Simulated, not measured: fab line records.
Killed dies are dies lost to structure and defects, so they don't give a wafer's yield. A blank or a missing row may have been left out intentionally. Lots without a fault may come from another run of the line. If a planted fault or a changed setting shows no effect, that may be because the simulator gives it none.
fab line records + flow nandHarc + part 2 of 2: steps 23 to 34 of 34
[record]
- lots = 5
- wafers = 15
- lastDay = 33
route steps=1302 shown A_BONDPAD@1214 HYBRID_BOND@1237 THIN_TSV@1244
lots with no fault: from the same line, run without faults
startH: the number of hours between the record's first day and the start of the first shown wafer of the lot + waitH: how many hours have passed since the lot's step before this one + " repeats the value in the row above + L1.1+2: one row covering several wafers at once + - either no value or no given start + * or withheld: withheld + < > ~ a bound
route shown NAME@n: names a module that has steps shown in the file, with the first one's number in the route + usual: average and standard deviation across the fault-free wafers + same: alike in all rows + chamber/n: place in a boat + sites: the reading at each site + _std_site: standard deviation across them + _edge_site: outer sites' mean less inner sites' + radiusMm: how far each site lies from the wafer's centre + mask NAME#n: copy n + behind: the tool/chamber that last shaped the wafer + hold: cause of the lot's hold/its duration in hours/its outcome + device: the n, p or np transistor that did not switch + end of line: at the end of the route, the tests of the same wafers + for a step that has no rows: nothing shown but its recipe + killed: not the wafer's yield, but the dies lost to structure and defects at the first sort + map: per-die view of a wafer (x killed, . not killed, _ where there is no die)
set.NAME: the setting that was run; set.NAME@STEP: the one run at that earlier step + model.NAME: the simulator's own value behind a step, which no gauge read
lots at some steps of the route; a table a step, a row a wafer
services: the hour from which a tool's chamber was out of use, counted from the record's first day as startH (under 0 if before that day), plus the number of hours and why
[[steps]]
[step NHARC_HYBRID_BOND_PRECLEAN_01]
[recipe]
- timeS = 300
- tempC = 23
- chemistry = DIW
| lot.wafer  | tool        | chamber | startH | waitH |
|------------|-------------|---------|--------|-------|
| L079.3+2+6 | wetBench-08 | 3,7,0   | 570.71 | 0.1   |
| L083.4+5+3 | wetBench-10 | 2,3,7   | 613.03 | 0.1   |
| L086.4+6+3 | wetBench-10 | 2,5,7   | 642.23 | 0.1   |
| L088.3+1+5 | wetBench-08 | 2,3,4   | 667.21 | 0.1   |
| L095.5+6+1 | wetBench-08 | 5,7,0   | 755.32 | 0.1   |
[step NHARC_HYBRID_BOND_SRD_02]
[recipe]
- timeS = 30
- tempC = 23
- dryTimeS = 20
- spinRpm = 1500
[usual]
- co2ResistivityMohmCm = 0.1999/0.0021
| lot.wafer | tool        | chamber | startH | waitH | co2ResistivityMohmCm |
|-----------|-------------|---------|--------|-------|----------------------|
| L079.3    | wetBench-08 | 3       | -      | -     | 0.2022               |
| L079.2    | "           | 7       | "      | "     | 0.1988               |
| L079.6    | "           | 0       | "      | "     | 0.1966               |
| L083.4    | wetBench-10 | 2       | -      | -     | 0.2010               |
| L083.5    | "           | 3       | "      | "     | 0.2041               |
| L083.3    | "           | 7       | "      | "     | 0.2016               |
| L086.4    | wetBench-10 | 2       | -      | -     | 0.2049               |
| L086.6    | "           | 5       | "      | "     | 0.2010               |
| L086.3    | "           | 7       | "      | "     | 0.1988               |
| L088.3    | wetBench-08 | 2       | -      | -     | 0.2003               |
| L088.1    | "           | 3       | "      | "     | 0.1993               |
| L088.5    | "           | 4       | "      | "     | 0.2019               |
| L095.5    | wetBench-08 | 5       | -      | -     | 0.1988               |
| L095.6    | "           | 7       | "      | "     | 0.1986               |
| L095.1    | "           | 0       | "      | "     | 0.1982               |
[step NHARC_HYBRID_BOND_BOND_03]
[recipe]
- tempC = 25
[usual]
- bondForceKN = 5.001/0.01
| lot.wafer | tool           | chamber | startH | waitH | bondForceKN |
|-----------|----------------|---------|--------|-------|-------------|
| L079.2    | waferBonder-01 | 0       | 571.11 | -     | 5.004       |
| L079.3    | "              | 0       | "      | "     | 4.997       |
| L079.6    | "              | 0       | "      | "     | 4.992       |
| L083.3    | waferBonder-01 | 0       | 613.59 | -     | 4.988       |
| L083.4    | "              | 0       | "      | "     | 5.010       |
| L083.5    | "              | 0       | "      | "     | 5.002       |
| L086.3    | waferBonder-01 | 0       | 642.78 | -     | 5.015       |
| L086.4    | "              | 0       | "      | "     | 5.006       |
| L086.6    | "              | 0       | "      | "     | 5.015       |
| L088.1    | waferBonder-01 | 0       | 667.44 | -     | 5.006       |
| L088.3    | "              | 0       | "      | "     | 4.999       |
| L088.5    | "              | 0       | "      | "     | 4.996       |
| L095.1    | waferBonder-01 | 0       | 755.54 | -     | 5.000       |
| L095.5    | "              | 0       | "      | "     | 5.010       |
| L095.6    | "              | 0       | "      | "     | 5.014       |
[step NHARC_HYBRID_BOND_ANNEAL_04]
[recipe]
- tempC = 300
- timeS = 7200
- rampUpCPerMin = 5
- rampDownCPerMin = 3
- idleTempC = 100
- pressureAtm = 1
[usual]
- spikeTcBottomC = 327/3.6
- zonePowerTopPct = 7.3/0.35
| lot.wafer | tool       | chamber | startH | waitH | spikeTcBottomC | zonePowerTopPct |
|-----------|------------|---------|--------|-------|----------------|-----------------|
| L079.2    | furnace-01 | 0       | 572.30 | 1.0   | 332            | 7.4             |
| L079.3    | "          | 0       | "      | "     | 330            | 7.4             |
| L079.6    | "          | 0       | "      | "     | 329            | 7.4             |
| L083.3    | furnace-01 | 0       | 615.22 | 1.5   | 330            | 7.4             |
| L083.4    | "          | 0       | "      | "     | 328            | 7.3             |
| L083.5    | "          | 0       | "      | "     | 331            | 7.4             |
| L086.3    | furnace-04 | 0       | 645.41 | 2.5   | 323            | 6.5             |
| L086.4    | "          | 0       | "      | "     | 321            | 6.5             |
| L086.6    | "          | 0       | "      | "     | 323            | 6.5             |
| L088.1    | furnace-04 | 0       | 671.97 | 4.4   | 320            | 6.7             |
| L088.3    | "          | 0       | "      | "     | 321            | 6.6             |
| L088.5    | "          | 0       | "      | "     | 321            | 6.6             |
| L095.1    | furnace-01 | 0       | 757.45 | 1.8   | 327            | 7.3             |
| L095.5    | "          | 0       | "      | "     | 330            | 7.2             |
| L095.6    | "          | 0       | "      | "     | 330            | 7.4             |
[step NHARC_HYBRID_BOND_OVL_MEAS_05]
[usual]
- overlayXNm = 3/31
- overlayYNm = 6/31
| lot.wafer | tool       | chamber | startH | waitH | overlayXNm | overlayYNm |
|-----------|------------|---------|--------|-------|------------|------------|
| L079.2    | overlay-01 | -       | 577.08 | 0.4   | 19         | 18         |
| L079.3    | "          | -       | "      | "     | -19        | -40        |
| L079.6    | "          | -       | "      | "     | 39         | 19         |
| L083.3    | overlay-02 | -       | 619.94 | 0.4   | 34         | -19        |
| L083.4    | "          | -       | "      | "     | 16         | -21        |
| L083.5    | "          | -       | "      | "     | -9         | -9         |
| L086.3    | overlay-01 | -       | 650.19 | 0.4   | -10        | -9         |
| L086.4    | "          | -       | "      | "     | -49        | -18        |
| L086.6    | "          | -       | "      | "     | 1          | 78         |
| L088.1    | overlay-01 | -       | 676.77 | 0.4   | 45         | 52         |
| L088.3    | "          | -       | "      | "     | -33        | 45         |
| L088.5    | "          | -       | "      | "     | -4         | -38        |
| L095.1    | overlay-01 | -       | 762.20 | 0.4   | -18        | -10        |
| L095.5    | "          | -       | "      | "     | 15         | -11        |
| L095.6    | "          | -       | "      | "     | 30         | 60         |
[step NHARC_HYBRID_BOND_INSPECT_06]
[recipe]
- inspectInstrument = irVoid
[usual]
- rawDefectCount = 91/30
| lot.wafer | tool             | chamber | startH | waitH | rawDefectCount |
|-----------|------------------|---------|--------|-------|----------------|
| L079.2    | defectInspect-01 | -       | 577.15 | 0.1   | 114            |
| L079.3    | "                | -       | "      | "     | 137            |
| L079.6    | "                | -       | "      | "     | 116            |
| L083.3    | defectInspect-02 | -       | 619.99 | 0.1   | 122            |
| L083.4    | "                | -       | "      | "     | 137            |
| L083.5    | "                | -       | "      | "     | 158            |
| L086.3    | defectInspect-02 | -       | 650.25 | 0.1   | 56             |
| L086.4    | "                | -       | "      | "     | 59             |
| L086.6    | "                | -       | "      | "     | 69             |
| L088.1    | defectInspect-01 | -       | 676.82 | 0.0   | 68             |
| L088.3    | "                | -       | "      | "     | 76             |
| L088.5    | "                | -       | "      | "     | 74             |
| L095.1    | defectInspect-01 | -       | 762.25 | 0.0   | 31             |
| L095.5    | "                | -       | "      | "     | 28             |
| L095.6    | "                | -       | "      | "     | 24             |
[step NHARC_THIN_TSV_GRIND_00]
[recipe]
- targetThkUm = 6
[usual]
- motorCurrentA = 11.996/0.023
| lot.wafer | tool       | chamber | startH | waitH | motorCurrentA |
|-----------|------------|---------|--------|-------|---------------|
| L079.2    | grinder-01 | 0       | 579.87 | 2.7   | 11.969        |
| L079.3    | "          | 0       | "      | "     | 12.050        |
| L079.6    | "          | 0       | "      | "     | 12.000        |
| L083.3    | grinder-01 | 0       | 620.54 | 0.5   | 12.007        |
| L083.4    | "          | 0       | "      | "     | 11.929        |
| L083.5    | "          | 0       | "      | "     | 11.981        |
| L086.3    | grinder-01 | 0       | 650.80 | 0.5   | 12.013        |
| L086.4    | "          | 0       | "      | "     | 12.013        |
| L086.6    | "          | 0       | "      | "     | 11.997        |
| L088.1    | grinder-01 | 0       | 678.15 | 1.3   | 12.009        |
| L088.3    | "          | 0       | "      | "     | 12.037        |
| L088.5    | "          | 0       | "      | "     | 11.995        |
| L095.1    | grinder-01 | 0       | 763.62 | 1.4   | 12.039        |
| L095.5    | "          | 0       | "      | "     | 12.033        |
| L095.6    | "          | 0       | "      | "     | 11.976        |
[step NHARC_THIN_TSV_CMP_01]
[recipe]
- targetThkUm = 3
[usual]
- motorCurrentA = 12.6/1.1
| lot.wafer | tool   | chamber | startH | waitH | motorCurrentA |
|-----------|--------|---------|--------|-------|---------------|
| L079.3    | cmp-03 | 2       | 580.89 | 0.6   | 12.2          |
| L079.2    | "      | 3       | "      | "     | 11.0          |
| L079.6    | "      | 2       | "      | "     | 13.3          |
| L083.3    | cmp-04 | 3       | 621.39 | 0.7   | 13.1          |
| L083.4    | "      | 0       | "      | "     | 11.1          |
| L083.5    | "      | 3       | "      | "     | 13.3          |
| L086.4    | cmp-04 | 2       | 651.64 | 0.4   | 13.0          |
| L086.3    | "      | 0       | "      | "     | 10.7          |
| L086.6    | "      | 2       | "      | "     | 12.7          |
| L088.3    | cmp-03 | 2       | 679.36 | 0.6   | 14.1          |
| L088.1    | "      | 1       | "      | "     | 14.6          |
| L088.5    | "      | 2       | "      | "     | 13.1          |
| L095.1    | cmp-03 | 3       | 764.89 | 1.1   | 11.9          |
| L095.6    | "      | 1       | "      | "     | 13.8          |
| L095.5    | "      | 2       | "      | "     | 13.3          |
[step NHARC_THIN_TSV_THK_MEAS_02]
[recipe]
- thkMeasGauge = ir
[usual]
- thkNm = 2984/230
| lot.wafer | tool         | chamber | startH | waitH | thkNm |
|-----------|--------------|---------|--------|-------|-------|
| L079.2    | filmMetro-02 | -       | 581.16 | 0.2   | 3349  |
| L079.3    | "            | -       | "      | "     | 3195  |
| L079.6    | "            | -       | "      | "     | 3460  |
| L083.3    | filmMetro-02 | -       | 621.63 | -     | 2899  |
| L083.4    | "            | -       | "      | "     | 2923  |
| L083.5    | "            | -       | "      | "     | 2585  |
| L086.3    | filmMetro-02 | -       | 651.90 | -     | 3158  |
| L086.4    | "            | -       | "      | "     | 3204  |
| L086.6    | "            | -       | "      | "     | 3117  |
| L088.1    | filmMetro-01 | -       | 679.62 | -     | 2811  |
| L088.3    | "            | -       | "      | "     | 2530  |
| L088.5    | "            | -       | "      | "     | 2744  |
| L095.1    | filmMetro-02 | -       | 765.10 | -     | 2994  |
| L095.5    | "            | -       | "      | "     | 2637  |
| L095.6    | "            | -       | "      | "     | 3124  |
[step NHARC_THIN_TSV_SRD_03]
| lot.wafer  | tool        | chamber | startH | waitH |
|------------|-------------|---------|--------|-------|
| L079.6+2+3 | wetBench-10 | 3,6,7   | 581.20 | 0.0   |
| L083.5+3+4 | wetBench-10 | 4,5,6   | 621.68 | 0.0   |
| L086.6+3+4 | wetBench-10 | 4,5,0   | 651.94 | 0.0   |
| L088.5+3+1 | wetBench-08 | 5,7,0   | 679.66 | 0.0   |
| L095.6+1+5 | wetBench-08 | 1,2,3   | 765.15 | 0.0   |
[step NHARC_THIN_TSV_PRECLEAN_41]
[recipe]
- timeS = *
- tempC = 50
- bathAgeMin = 0
- chemistry = SC1
[usual]
- nh4ohFlowMLMin = 28.31/0.091
| lot.wafer | tool        | chamber | startH | waitH | nh4ohFlowMLMin |
|-----------|-------------|---------|--------|-------|----------------|
| L079.6    | wetBench-10 | 3       | 581.23 | 0.0   | 28.40          |
| L079.2    | "           | 6       | "      | "     | 28.35          |
| L079.3    | "           | 7       | "      | "     | 28.31          |
| L083.5    | wetBench-10 | 4       | 621.70 | 0.0   | 28.31          |
| L083.3    | "           | 5       | "      | "     | 28.27          |
| L083.4    | "           | 6       | "      | "     | 28.29          |
| L086.6    | wetBench-10 | 4       | 651.96 | 0.0   | 28.37          |
| L086.3    | "           | 5       | "      | "     | 28.28          |
| L086.4    | "           | 0       | "      | "     | 28.41          |
| L088.5    | wetBench-08 | 5       | 679.68 | 0.0   | 28.35          |
| L088.3    | "           | 7       | "      | "     | 28.40          |
| L088.1    | "           | 0       | "      | "     | 28.29          |
| L095.6    | wetBench-08 | 1       | 765.17 | 0.0   | 28.35          |
| L095.1    | "           | 2       | "      | "     | 28.31          |
| L095.5    | "           | 3       | "      | "     | 28.31          |
[step NHARC_THIN_TSV_SRD_42]
| lot.wafer  | tool        | chamber | startH | waitH |
|------------|-------------|---------|--------|-------|
| L079.6+2+3 | wetBench-10 | 3,6,7   | -      | -     |
| L083.5+3+4 | wetBench-10 | 4,5,6   | -      | -     |
| L086.6+3+4 | wetBench-10 | 4,5,0   | -      | -     |
| L088.5+3+1 | wetBench-08 | 5,7,0   | -      | -     |
| L095.6+1+5 | wetBench-08 | 1,2,3   | -      | -     |
[[services]]
| tool          | chamber | startH | hours | kind   |
|---------------|---------|--------|-------|--------|
| grinder-01    | -       | 548.36 | 1.6   | repair |
| rieDiel-01    | -       | 557.80 | 9.0   | pm     |
| grinder-01    | -       | 565.29 | 1.2   | repair |
| pvdSputter-01 | -       | 582.01 | 10.0  | pm     |
| rieDiel-01    | 2       | 592.30 | 10.1  | repair |
| grinder-01    | -       | 597.90 | 1.3   | repair |
| rieDiel-01    | 3       | 612.76 | 7.9   | repair |
| grinder-01    | -       | 616.09 | 2.7   | repair |
| rieDiel-07    | 2       | 620.37 | 1.4   | repair |
| grinder-01    | -       | 628.29 | 0.3   | repair |
| grinder-01    | -       | 637.02 | 1.0   | repair |
| wetBench-08   | -       | 646.40 | 8.0   | pm     |
| rieDiel-07    | -       | 648.30 | 9.0   | pm     |
| pvdSputter-01 | -       | 654.64 | 2.0   | repair |
| pvdSputter-01 | -       | 659.33 | 2.8   | repair |
| wetBench-10   | -       | 663.20 | 8.0   | pm     |
| grinder-01    | -       | 667.58 | 1.2   | repair |
| rieDiel-01    | 2       | 668.06 | 8.4   | repair |
| rieDiel-13    | -       | 701.05 | 9.0   | pm     |
| rieDiel-01    | 3       | 714.46 | 2.5   | repair |
| rieDiel-01    | -       | 734.81 | 9.0   | pm     |
| pvdSputter-01 | -       | 737.87 | 2.6   | repair |
| rieDiel-01    | 0       | 757.83 | 2.9   | repair |
| pvdSputter-01 | -       | 760.01 | 10.0  | pm     |
